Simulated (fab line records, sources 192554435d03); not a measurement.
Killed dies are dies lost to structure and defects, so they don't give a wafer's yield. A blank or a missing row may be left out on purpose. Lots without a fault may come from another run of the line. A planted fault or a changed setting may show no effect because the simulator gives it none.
fab line records | flow n5_finfet
record lots=7 wafers=39
route steps=1938 shown FIN_SAQP@110 HKMG_FIN@386 MOL_CONTACT_COAG@559 BEOL_M0_CUTY@713 BEOL_M0@715 BEOL_M1@751 BEOL_M4@1067 BEOL_M5@1191
start_h: hours from the record's first day to the start of the lot's first wafer shown | wait_h: hours since the lot's step before | " the same as in the row above | L1.1+2: a row that stands for several wafers | - no value, or no start given | * or withheld: withheld | < > ~ a bound
route shown NAME@n: a module of which the file shows steps, and the number in the route of the first | usual: mean/standard deviation of fault-free wafers | same: alike in all rows | chamber/n: place in a boat | sites: the reading at each site | _std_site: their standard deviation | _edge_site: outer sites' mean less inner sites' | radius_mm: how far each site lies from the wafer's centre | mask NAME#n: copy n | behind: the tool/chamber that last shaped the wafer | hold: why the lot was held/for how many hours/how that ended | device: the transistor (n, p or np) that didn't switch | end of line: the same wafers' tests at the end of the route | a step without rows: its recipe alone | killed: dies lost to structure and defects at the first sort, not the wafer's yield | map: a wafer's dies, x killed, . not, _ none there
set.NAME: the setting as run; set.NAME@STEP: as run at that earlier step | model.NAME: the simulator's own value behind a step, which no gauge read
lots whose settings were changed on purpose; a table a step, a row a wafer
## steps
# step N5_FIN_SAQP_DEVELOP_15
# recipe develop_time_s=30 developer=TMAH resist=CAR-ArF dev_temp_c=23 rinse_liquid=diw dry=air_spin
# columns lot.wafer tool chamber start_h wait_h set.develop_time_s
L074.2+3+5 litho_track-02 0 - - 30
L075.1+2+6 litho_track-02 0 - - 12.76
L075.3+4+5 " 0 " " 30
L079.1+2+4 litho_track-03 0 - - 30
L079.3+5+6 " 0 " " 47.89
L082.1+3+5 litho_track-02 0 - - 47.35
L082.2+4+6 " 0 " " 30
L086.1+5+6 litho_track-03 0 - - 30
L086.2+3+4 " 0 " " 46.97
L095.1+4+5 litho_track-02 0 - - 23.24
L095.2+3+6 " 0 " " 30
L097.1+3+6 litho_track-03 0 - - 42.11
L097.2+4+5 " 0 " " 30
# step N5_FIN_SAQP_CD_MEAS_16
# recipe target_cd_nm=35.6 landing_energy_ev=500 detector=se_inlens
# usual cd_nm=35.8/0.32
# columns lot.wafer tool chamber start_h wait_h set.develop_time_s@FIN_SAQP_DEVELOP_15 cd_nm
L074.2 cd_sem-02 0 21.24 - 30 35.7
L074.3 " 0 " " 30 35.2
L074.5 " 0 " " 30 35.2
L075.1 cd_sem-01 0 33.34 - 12.76 37.8
L075.2 " 0 " " 12.76 37.5
L075.3 " 0 " " 30 35.7
L075.4 " 0 " " 30 35.4
L075.5 " 0 " " 30 35.5
L075.6 " 0 " " 12.76 37.6
L079.1 cd_sem-01 0 51.47 - 30 36.1
L079.2 " 0 " " 30 36.2
L079.3 " 0 " " 47.89 34.6
L079.4 " 0 " " 30 35.8
L079.5 " 0 " " 47.89 34.5
L079.6 " 0 " " 47.89 34.9
L082.1 cd_sem-01 0 69.32 - 47.35 34.2
L082.2 " 0 " " 30 35.4
L082.3 " 0 " " 47.35 34.3
L082.4 " 0 " " 30 35.1
L082.5 " 0 " " 47.35 34.4
L082.6 " 0 " " 30 36.0
L086.1 cd_sem-01 0 95.59 - 30 36.2
L086.2 " 0 " " 46.97 35.0
L086.3 " 0 " " 46.97 34.9
L086.4 " 0 " " 46.97 34.7
L086.5 " 0 " " 30 35.6
L086.6 " 0 " " 30 35.9
L095.1 cd_sem-01 0 147.55 - 23.24 36.5
L095.2 " 0 " " 30 35.2
L095.3 " 0 " " 30 35.6
L095.4 " 0 " " 23.24 35.7
L095.5 " 0 " " 23.24 35.9
L095.6 " 0 " " 30 35.7
L097.1 cd_sem-03 0 162.59 - 42.11 35.0
L097.2 " 0 " " 30 35.7
L097.3 " 0 " " 42.11 35.5
L097.4 " 0 " " 30 35.9
L097.5 " 0 " " 30 36.4
L097.6 " 0 " " 42.11 35.1
# step N5_FIN_SAQP_DESCUM_21
# recipe chemistry=O2 time_s=7.9 source_power_w=50 bias_power_w=20 pressure_mtorr=20 rf_frequency_hz=2.712e+07 temp_c=40 resist=CAR-ArF o2_flow_sccm=225
# step N5_FIN_SAQP_ETCH_51
# recipe chemistry=CF4 target=SiARC target_depth_a=455 mask_material=CAR-ArF time_s=75.8 ion_energy_ev=80 pressure_mtorr=40 source_w=545 bias_w=36 Ar_flow_sccm=100 cf4_flow_sccm=100 ends=cleared
# columns lot.wafer tool chamber start_h wait_h set.develop_time_s@FIN_SAQP_DEVELOP_15 model.CAR-ArF_of_FIN_SAQP_COAT_10.thk_nm
L074.2 rie_diel-05 2 21.80 0.0 30 50.34
L074.3 " 1 " " 30 50.25
L074.5 " 1 " " 30 50.18
L075.1 rie_diel-01 3 33.47 0.0 12.76 50.99
L075.2 " 2 " " 12.76 51.37
L075.3 " 0 " " 30 50.65
L075.4 " 2 " " 30 50.69
L075.5 " 0 " " 30 50.47
L075.6 " 3 " " 12.76 51.4
L079.1 rie_diel-03 2 51.63 0.0 30 50.64
L079.2 " 3 " " 30 50.56
L079.3+5 " 1,2 " " 47.89 50.2
L079.4 " 0 " " 30 50.7
L079.6 " 3 " " 47.89 50.46
L082.1 rie_diel-03 2 69.45 0.0 47.35 50.32
L082.2 " 0 " " 30 50.64
L082.3 " 3 " " 47.35 50.14
L082.4 " 2 " " 30 50.73
L082.5 " 0 " " 47.35 50.16
L082.6 " 3 " " 30 50.67
L086.1 rie_diel-03 0 96.16 0.0 30 50.92
L086.2 " 3 " " 46.97 50.65
L086.3 " 2 " " 46.97 50.56
L086.4 " 0 " " 46.97 50.77
L086.5 " 2 " " 30 51.32
L086.6 " 3 " " 30 51.34
L095.1 rie_diel-05 3 147.87 0.0 23.24 50.73
L095.2 " 1 " " 30 50.61
L095.3 " 0 " " 30 50.8
L095.4 " 2 " " 23.24 50.96
L095.5 " 2 " " 23.24 50.75
L095.6 " 1 " " 30 50.58
L097.1 rie_diel-05 2 162.87 0.0 42.11 50.19
L097.2 " 3 " " 30 50.52
L097.3 " 3 " " 42.11 50.54
L097.4 " 2 " " 30 50.6
L097.5 " 2 " " 30 50.66
L097.6 " 3 " " 42.11 50.41
# step N5_HKMG_FIN_HK_ALD_01
# recipe material=HfO2 target_thk_a=16 temp_c=withheld ald_precursor_family=HfCl4 ald_co_reactant=H2O pulse_time_s=3 purge_time_s=3 co_reactant_purge_time_s=2.5 co_reactant_pulse_time_s=0.3 ald_cycles=30
# columns lot.wafer tool chamber start_h wait_h set.ald_cycles model.HfO2_of_HKMG_FIN_HK_ALD_01.thk_nm
L074.2+3+5 ald_hk-03 0,2,1 75.16 0.0 30 1.6
L075.1+2+3+4+5+6 ald_hk-01 2,3,1,0,3,2 88.34 0.0 30 1.6
L079.1+3+5 ald_hk-02 0,3,2 102.09 0.0 30 1.6
L079.2+4 " 2,1 " " 13 0.6
L079.6 " 3 " " 13 0.8
L082.1+2+3+4+5+6 ald_hk-02 1,2,3,0,2,3 119.77 0.0 30 1.6
L086.1+2+4 ald_hk-01 2,3,1 152.30 0.0 20 1
L086.3+5+6 " 0,1,2 " " 30 1.6
L095.1+2+3+4+5+6 ald_hk-03 2,3,0,1,3,0 198.94 0.0 30 1.6
L097.1+4+6 ald_hk-02 0,3,3 212.58 0.0 30 1.6
L097.2+3+5 " 2,1,0 " " 35 1.8
# step N5_HKMG_FIN_HK_ANNEAL_02
# recipe temp_c=700 time_s=30 ambient=N2 idle_temp_c=600 ramp_up_c_per_s=150 ramp_down_c_per_s=60 cool_to_c=600
# step N5_HKMG_FIN_ALD_74
# recipe material=La2O3 target_thk_a=5 temp_c=250 ald_precursor_family=La-Cp ald_co_reactant=O3 pulse_time_s=6 co_reactant_pulse_time_s=1 purge_time_s=3 co_reactant_purge_time_s=3
# step N5_HKMG_FIN_WET_ETCH_82
# recipe chemistry=dHCl mix=1:10000 temp_c=25 target=La2O3 stop_on=HfO2 target_depth_nm=2 dry=ipa_marangoni rinse_time_s=30 rinse_temp_c=23
# step N5_HKMG_FIN_ALD_36
# recipe material=TiN target_thk_a=10 temp_c=400 ald_precursor_family=TiCl4 ald_co_reactant=NH3 pulse_time_s=1 purge_time_s=3 co_reactant_purge_time_s=2 co_reactant_pulse_time_s=2 ald_cycles=47 pressure_torr=3
# step N5_HKMG_FIN_THK_MEAS_70
# recipe thk_meas_gauge=xrf reads=HfO2_of_HKMG_FIN_HK_ALD_01
# usual HK_THK=1.580/0.02
# columns lot.wafer tool chamber start_h wait_h set.ald_cycles@HKMG_FIN_HK_ALD_01 HK_THK[nm]
L075.1 film_metro-01 - 92.63 0.2 30 1.557
L075.2 " - " " 30 1.588
L075.3 " - " " 30 1.586
L075.4 " - " " 30 1.585
L075.5 " - " " 30 1.592
L075.6 " - " " 30 1.574
L074.2 film_metro-02 - 106.85 0.2 30 1.613
L074.3 " - " " 30 1.595
L074.5 " - " " 30 1.598
L079.1 film_metro-01 - 107.78 0.2 30 1.556
L079.2 " - " " 13 0.671
L079.3 " - " " 30 1.579
L079.4 " - " " 13 0.674
L079.5 " - " " 30 1.578
L079.6 " - " " 13 0.686
L082.1 film_metro-01 - 123.27 0.2 30 1.584
L082.2 " - " " 30 1.564
L082.3 " - " " 30 1.585
L082.4 " - " " 30 1.576
L082.5 " - " " 30 1.597
L082.6 " - " " 30 1.584
L086.1 film_metro-02 - 155.75 0.2 20 1.043
L086.2 " - " " 20 1.058
L086.3 " - " " 30 1.574
L086.4 " - " " 20 1.071
L086.5 " - " " 30 1.588
L086.6 " - " " 30 1.625
L095.1 film_metro-02 - 202.51 0.2 30 1.589
L095.2 " - " " 30 1.604
L095.3 " - " " 30 1.583
L095.4 " - " " 30 1.563
L095.5 " - " " 30 1.604
L095.6 " - " " 30 1.570
L097.1 film_metro-02 - 215.95 0.2 30 1.577
L097.2 " - " " 35 1.841
L097.3 " - " " 35 1.866
L097.4 " - " " 30 1.599
L097.5 " - " " 35 1.854
L097.6 " - " " 30 1.552
# step N5_MOL_CONTACT_COAG_ALD_27
# recipe material=SiOC target_thk_a=170 temp_c=400 ald_precursor_family=carbosiloxane ald_co_reactant=H2-plasma pulse_time_s=1.5 time_s=2720 purge_time_s=2 co_reactant_purge_time_s=2 ald_cycles=340 pressure_torr=2
# columns lot.wafer tool chamber start_h wait_h set.ald_cycles model.SiOC_of_MOL_CONTACT_COAG_ALD_27.thk_nm
L075.1+2+4+5+6 ald_sin-02 3,0,2,3,0 114.53 0.7 340 17
L075.3 " 2 " " 340 16.8
L074.2 ald_sin-03 2 127.51 0.0 340 17
L074.3+5 " 0 " " 340 17.2
L079.1+2+3+4+5+6 ald_sin-02 2,0,1,3,0,1 127.83 0.0 340 17
L082.1+3+4 ald_sin-01 1,3,0 143.49 0.0 340 17
L082.2+5+6 " 2,2,3 " " 484 24.2
L086.1 ald_sin-02 2 174.16 0.0 340 16.8
L086.2+6 " 0,1 " " 340 17
L086.3+4+5 " 3,1,2 " " 497 24.8
L095.1 ald_sin-01 1 224.33 0.0 340 16.8
L095.2+4 " 2,0 " " 286 14.2
L095.3 " 3 " " 286 14.4
L095.5+6 " 1,2 " " 340 17
L097.1+3+4 ald_sin-02 2,3,1 240.24 0.0 207 10.4
L097.2+5+6 " 0,0,1 " " 340 17
# step N5_BEOL_M0_CUTY_ETCH_63
# recipe chemistry=N2/H2 target=SOC target_depth_a=827 overetch_a=165 mask_material=SiARC temp_c=40 ion_energy_ev=200 time_s=124 pressure_mtorr=30 source_w=840 bias_w=150 n2_flow_sccm=200 h2_flow_sccm=200
# columns lot.wafer tool chamber start_h wait_h set.time_s model.SiO2_of_BEOL_M0_SAQP_SPACER2_ALD_26.thk_nm
L075.1+4 rie_diel-01 1,3 134.86 0.0 124 7
L075.2+6 " 0 " " 174.3 5.8
L075.3 " 2 " " 124 7.2
L075.5 " 1 " " 174.3 5.6
L074.2+3+5 rie_diel-05 0,3,3 145.44 0.0 124 7.2
L079.1+4+6 rie_diel-01 3,2,2 145.94 0.0 124 7
L079.2+5 " 1,3 " " 165 5.8
L079.3 " 0 " " 165 6
L082.1+6 rie_diel-05 3 164.11 0.0 124 7.2
L082.2+3 " 2 " " 80.25 8.2
L082.4 " 3 " " 80.25 8.4
L082.5 " 2 " " 124 6.8
L086.1+2+3 rie_diel-03 1,3,2 193.33 0.0 124 7.2
L086.4+5+6 " 0,0,3 " " 124 7
L095.1+3+5 rie_diel-03 2,3,1 245.32 0.0 85.01 8.2
L095.2 " 1 " " 124 7.2
L095.4+6 " 0 " " 124 7
L097.1+3 rie_diel-03 3,1 259.81 0.0 124 7
L097.2 " 2 " " 163.2 6
L097.4 " 0 " " 163.2 5.8
L097.5 " 3 " " 124 6.8
L097.6 " 2 " " 163.2 6.2
# step N5_BEOL_M0_CUTY_STRIP_64
# recipe chemistry=N2/H2 temp_c=40 n2_flow_sccm=200 h2_flow_sccm=200 rf_frequency_hz=6e+07
# step N5_BEOL_M0_ETCH_138
# recipe chemistry=CH3F/O2 target_depth_a=120 target=SiCN time_s=31.6 ion_energy_ev=120 pressure_mtorr=30 source_w=395 bias_w=75 Ar_flow_sccm=150 CH3F_flow_sccm=30 O2_flow_sccm=20 ends=cleared
# columns lot.wafer tool chamber start_h wait_h set.time_s@BEOL_M0_CUTY_ETCH_63 model.SiO2_of_BEOL_M0_SAQP_SPACER2_ALD_26.thk_nm
L075.1 rie_diel-01 1 134.98 0.0 124 5
L075.2+6 " 0 " " 174.3 3.8
L075.3+4 " 2,3 " " 124 5.2
L075.5 " 1 " " 174.3 3.6
L074.2+3+5 rie_diel-05 0,3,3 145.56 0.0 124 5.4
L079.1+4+6 rie_diel-01 3,2,2 146.06 0.0 124 5
L079.2+5 " 1,3 " " 165 3.8
L079.3 " 0 " " 165 4
L082.1 rie_diel-05 3 164.30 0.0 124 5.4
L082.2+3 " 2 " " 80.25 6.2
L082.4 " 3 " " 80.25 6.4
L082.5 " 2 " " 124 4.8
L082.6 " 3 " " 124 5.2
L086.1+3+4+5+6 rie_diel-03 1,2,0,0,3 193.45 0.0 124 5
L086.2 " 3 " " 124 5.2
L095.1+3 rie_diel-03 2,3 245.45 0.0 85.01 6.2
L095.2 " 1 " " 124 5.2
L095.4+6 " 0 " " 124 5
L095.5 " 1 " " 85.01 6.4
L097.1+5 rie_diel-03 3 259.94 0.0 124 5
L097.2 " 2 " " 163.2 4.2
L097.3 " 1 " " 124 5.2
L097.4 " 0 " " 163.2 3.8
L097.6 " 2 " " 163.2 4
# step N5_BEOL_M0_HM_OPEN_105
# recipe chemistry=Cl2/BCl3 target_depth_a=120 target=TiN ion_energy_ev=150 pressure_mtorr=10 icp_w=1000 bias_w=126 Cl2_flow_sccm=53.25 bcl3_flow_sccm=21.75 Ar_flow_sccm=25
# columns lot.wafer tool chamber start_h wait_h set.time_s@BEOL_M0_CUTY_ETCH_63 model.SiO2_of_BEOL_M0_SAQP_SPACER2_ALD_26.thk_nm
L075.1 rie_metal-02 1 137.74 2.7 124 2.6
L075.2+5+6 " 0,1,0 " " 174.3 1.8
L075.3+4 " 0,1 " " 124 2.8
L074.2+3+5 rie_metal-03 1,1,0 147.40 1.8 124 2.8
L079.1+4 rie_metal-01 0,1 147.40 1.3 124 2.6
L079.2+3+5 " 1,0,1 " " 165 1.8
L079.6 " 0 " " 124 2.4
L082.1 rie_metal-03 0 166.84 2.5 124 3
L082.2 " 1 " " 80.25 3.6
L082.3 " 1 " " 80.25 3.8
L082.4 " 0 " " 80.25 4
L082.5 " 1 " " 124 2.2
L082.6 " 0 " " 124 2.8
L086.1+2+3+4+6 rie_metal-01 0 195.87 2.4 124 2.6
L086.5 " 0 " " 124 2.4
L095.1+3+5 rie_metal-01 0,0,1 245.79 0.3 85.01 3.8
L095.2 " 1 " " 124 2.8
L095.4+6 " 1,0 " " 124 2.6
L097.1+5 rie_metal-02 0,1 260.13 0.2 124 2.6
L097.2 " 1 " " 163.2 2
L097.3 " 1 " " 124 2.8
L097.4+6 " 0 " " 163.2 1.8
# step N5_BEOL_M1_ILD_DEP_00
# recipe material=SiOC target_thk_a=790 temp_c=350 precursor=DEMS/O2 pressure_torr=5 rf_w=500 time_s=15.3
# columns lot.wafer tool chamber start_h wait_h set.target_thk_a model.SiOC_of_BEOL_M1_ILD_DEP_00.thk_nm
L075.1 pecvd-01 0 142.48 0.0 790 79.2
L075.2 " 1 " " 400.1 39
L075.3 " 2 " " 400.1 40.4
L075.4 " 0 " " 400.1 41.8
L075.5+6 " 1,2 " " 790 79.8
L079.1 pecvd-02 1 151.46 0.0 337.7 34
L079.2 " 2 " " 790 79.4
L079.3 " 0 " " 337.7 33.2
L079.4 " 2 " " 790 79.8
L079.5 " 0 " " 790 79.2
L079.6 " 1 " " 337.7 34.6
L074.2 pecvd-01 1 151.72 0.0 790 77.6
L074.3 " 0 " " 790 79
L074.5 " 0 " " 790 79.6
L082.1 pecvd-04 1 170.04 0.0 539.9 53
L082.2 " 0 " " 790 78
L082.3 " 1 " " 790 78.8
L082.4 " 0 " " 539.9 53.2
L082.5 " 1 " " 790 77.4
L082.6 " 0 " " 539.9 54
L086.1 pecvd-04 1 200.30 0.0 790 78.6
L086.2 " 0 " " 790 78.2
L086.3 " 2 " " 790 79.6
L086.4+6 " 2,1 " " 790 80
L086.5 " 0 " " 790 80.2
L095.1 pecvd-02 0 253.68 0.0 790 78
L095.2 " 2 " " 790 79.2
L095.3 " 0 " " 433.8 43
L095.4 " 2 " " 433.8 45.4
L095.5 " 2 " " 433.8 45.2
L095.6 " 0 " " 790 80.2
L097.1 pecvd-01 2 263.76 0.0 790 79.4
L097.2 " 1 " " 790 80.2
L097.3 " 0 " " 790 79.8
L097.4 " 2 " " 790 80.4
L097.5+6 " 0,1 " " 790 81
# step N5_BEOL_M1_THK_MEAS_01
# recipe reads=SiOC_of_BEOL_M1_ILD_DEP_00
# usual M1_ILD_THK=79.4/1.1
# columns lot.wafer tool chamber start_h wait_h set.target_thk_a@BEOL_M1_ILD_DEP_00 M1_ILD_THK[nm]
L075.1 film_metro-02 - 142.55 0.0 790 79.3
L075.2 " - " " 400.1 39.1
L075.3 " - " " 400.1 40.5
L075.4 " - " " 400.1 41.8
L075.5 " - " " 790 79.9
L075.6 " - " " 790 79.7
L079.1 film_metro-02 - 151.53 0.0 337.7 34.0
L079.2 " - " " 790 79.3
L079.3 " - " " 337.7 33.1
L079.4 " - " " 790 79.8
L079.5 " - " " 790 79.1
L079.6 " - " " 337.7 34.6
L074.2 film_metro-01 - 151.78 0.1 790 77.4
L074.3 " - " " 790 79.0
L074.5 " - " " 790 79.5
L082.1 film_metro-01 - 170.12 0.1 539.9 53.0
L082.2 " - " " 790 78.0
L082.3 " - " " 790 78.9
L082.4 " - " " 539.9 53.3
L082.5 " - " " 790 77.3
L082.6 " - " " 539.9 53.9
L086.1 film_metro-01 - 200.37 0.0 790 78.5
L086.2 " - " " 790 78.3
L086.3 " - " " 790 79.6
L086.4 " - " " 790 79.9
L086.5 " - " " 790 80.3
L086.6 " - " " 790 79.8
L095.1 film_metro-02 - 253.76 0.1 790 78.1
L095.2 " - " " 790 79.2
L095.3 " - " " 433.8 43.0
L095.4 " - " " 433.8 45.3
L095.5 " - " " 433.8 45.2
L095.6 " - " " 790 80.2
L097.1 film_metro-01 - 263.83 0.0 790 79.3
L097.2 " - " " 790 80.2
L097.3 " - " " 790 79.7
L097.4 " - " " 790 80.3
L097.5 " - " " 790 81.0
L097.6 " - " " 790 80.9
# step N5_BEOL_M4_VIA_ETCH_34
# recipe chemistry=C4F6/O2 target_depth_a=694 mask_material=SOC pressure_mtorr=15 ion_energy_ev=250 taper_deg=4 time_s=65.9 source_w=350 bias_w=170 Ar_flow_sccm=300 C4F6_flow_sccm=10 O2_flow_sccm=10
# columns lot.wafer tool chamber start_h wait_h set.target_depth_a model.etch.depth_nm model.SOC_of_BEOL_M4_COAT_67.thk_nm
L075.1 rie_diel-03 1 189.35 0.0 867.1 85.94 50
L075.2 " 2 " " 694 68.77 51.6
L075.3 " 0 " " 694 70.79 51.8
L075.4 " 3 " " 867.1 85.43 49.6
L075.5 " 1 " " 694 69.36 51.8
L075.6 " 0 " " 867.1 88.13 49.8
L074.2 rie_diel-05 3 207.07 0.0 694 68.03 51.6
L074.3 " 2 " " 694 73.75 51.2
L074.5 " 1 " " 694 69.93 51.8
L079.1 rie_diel-05 3 212.15 0.0 694 67.67 51.6
L079.2 " 0 " " 568.3 56.43 53.2
L079.3 " 2 " " 694 73.21 51.6
L079.4 " 1 " " 694 70.66 51.6
L079.5 " 2 " " 568.3 60.05 53
L079.6 " 1 " " 568.3 57.22 53.2
L082.1 rie_diel-03 1 215.04 0.0 694 67.41 52
L082.2 " 2 " " 694 67.66 51.8
L082.3 " 3 " " 694 67.87 51.8
L082.4 " 0 " " 694 69.22 52
L082.5 " 1 " " 694 67.96 51.6
L082.6 " 0 " " 694 68.47 51.8
L086.1 rie_diel-01 0 254.36 0.0 938.4 92.96 49.4
L086.2 " 1 " " 694 70 51.6
L086.3 " 3 " " 938.4 93.43 49.2
L086.4 " 2 " " 694 69.48 51.8
L086.5 " 3 " " 938.4 93.11 49.4
L086.6 " 0 " " 694 68.49 52
L095.1 rie_diel-03 0 312.96 0.0 494.5 49.09 54.2
L095.2 " 3 " " 494.5 50.46 54
L095.3 " 2 " " 694 67.88 52
L095.4 " 1 " " 694 68.34 52
L095.5 " 0 " " 494.5 49.46 54.2
L095.6 " 1 " " 694 68.22 52.2
L097.1 rie_diel-05 1 321.45 0.0 311.5 31.88 56.4
L097.2 " 2 " " 694 72.93 51.4
L097.3 " 0 " " 311.5 30.61 56.4
L097.4 " 3 " " 694 67.95 52
L097.5 " 2 " " 694 72.74 51.6
L097.6 " 1 " " 311.5 31.73 56.4
# step N5_BEOL_M5_DEP_56
# recipe material=SiCN target_thk_a=80 temp_c=withheld precursor=3MS/NH3 pressure_torr=3 rf_w=202 time_s=14
# columns lot.wafer tool chamber start_h wait_h set.target_thk_a model.SiCN_of_BEOL_M5_DEP_56.thk_nm
L075.1 pecvd-02 0 207.30 0.0 80 7.8
L075.2+3 " 2,1 " " 43.67 4.2
L075.4 " 1 " " 80 8
L075.5 " 0 " " 80 8.2
L075.6 " 2 " " 43.67 4
L074.2+5 pecvd-01 1,0 227.18 0.0 80 8
L074.3 " 0 " " 80 7.8
L079.1+5 pecvd-02 1 230.54 0.0 95.94 9.6
L079.2 " 2 " " 80 7.6
L079.3 " 0 " " 80 8
L079.4 " 2 " " 95.94 9.2
L079.6 " 0 " " 80 7.8
L082.1+4 pecvd-04 0 232.62 0.0 33.04 3.8
L082.2 " 2 " " 80 8
L082.3+6 " 1,2 " " 80 8.2
L082.5 " 1 " " 33.04 3.6
L086.1+5 pecvd-01 1,0 272.40 0.0 103.4 10.4
L086.2 " 0 " " 103.4 10.2
L086.3+4 " 2 " " 80 8
L086.6 " 1 " " 80 8.2
L095.1+3 pecvd-04 1,2 331.95 0.0 80 8
L095.2 " 0 " " 100.9 10.4
L095.4 " 1 " " 80 8.2
L095.5+6 " 2,0 " " 100.9 10.2
L097.1 pecvd-01 0 337.08 0.0 80 7.8
L097.2+3 " 2,1 " " 119 11.8
L097.4+5 " 1,2 " " 80 8.2
L097.6 " 0 " " 119 12
## key
split step=N5_FIN_SAQP_DEVELOP_15 setting=develop_time_s stated=30 by=wafer
response step=N5_FIN_SAQP_CD_MEAS_16 reading=cd_nm change=-0.0242 per=1% r=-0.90
response step=N5_FIN_SAQP_ETCH_51 reading=model.CAR-ArF_of_FIN_SAQP_COAT_10.thk_nm change=-0.00822 per=1% r=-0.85
split step=N5_HKMG_FIN_HK_ALD_01 setting=ald_cycles stated=30 by=wafer
response step=N5_HKMG_FIN_HK_ALD_01 reading=model.HfO2_of_HKMG_FIN_HK_ALD_01.thk_nm change=+0.0166 per=1% r=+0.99
response step=N5_HKMG_FIN_THK_MEAS_70 reading=HK_THK change=+0.0159 per=1% r=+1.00
split step=N5_MOL_CONTACT_COAG_ALD_27 setting=ald_cycles stated=340 by=wafer
response step=N5_MOL_CONTACT_COAG_ALD_27 reading=model.SiOC_of_MOL_CONTACT_COAG_ALD_27.thk_nm change=+0.17 per=1% r=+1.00
split step=N5_BEOL_M0_CUTY_ETCH_63 setting=time_s stated=124 by=wafer
response step=N5_BEOL_M0_CUTY_ETCH_63 reading=model.SiO2_of_BEOL_M0_SAQP_SPACER2_ALD_26.thk_nm change=-0.0333 per=1% r=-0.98
response step=N5_BEOL_M0_ETCH_138 reading=model.SiO2_of_BEOL_M0_SAQP_SPACER2_ALD_26.thk_nm change=-0.0344 per=1% r=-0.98
response step=N5_BEOL_M0_HM_OPEN_105 reading=model.SiO2_of_BEOL_M0_SAQP_SPACER2_ALD_26.thk_nm change=-0.0273 per=1% r=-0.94
split step=N5_BEOL_M1_ILD_DEP_00 setting=target_thk_a stated=790 by=wafer
response step=N5_BEOL_M1_ILD_DEP_00 reading=model.SiOC_of_BEOL_M1_ILD_DEP_00.thk_nm change=+0.787 per=1% r=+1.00
response step=N5_BEOL_M1_THK_MEAS_01 reading=M1_ILD_THK change=+0.787 per=1% r=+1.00
split step=N5_BEOL_M4_VIA_ETCH_34 setting=target_depth_a stated=694 by=wafer
response step=N5_BEOL_M4_VIA_ETCH_34 reading=model.etch.depth_nm change=+0.696 per=1% r=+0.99
response step=N5_BEOL_M4_VIA_ETCH_34 reading=model.SOC_of_BEOL_M4_COAT_67.thk_nm change=-0.0798 per=1% r=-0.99
split step=N5_BEOL_M5_DEP_56 setting=target_thk_a stated=80 by=wafer
response step=N5_BEOL_M5_DEP_56 reading=model.SiCN_of_BEOL_M5_DEP_56.thk_nm change=+0.079 per=1% r=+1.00
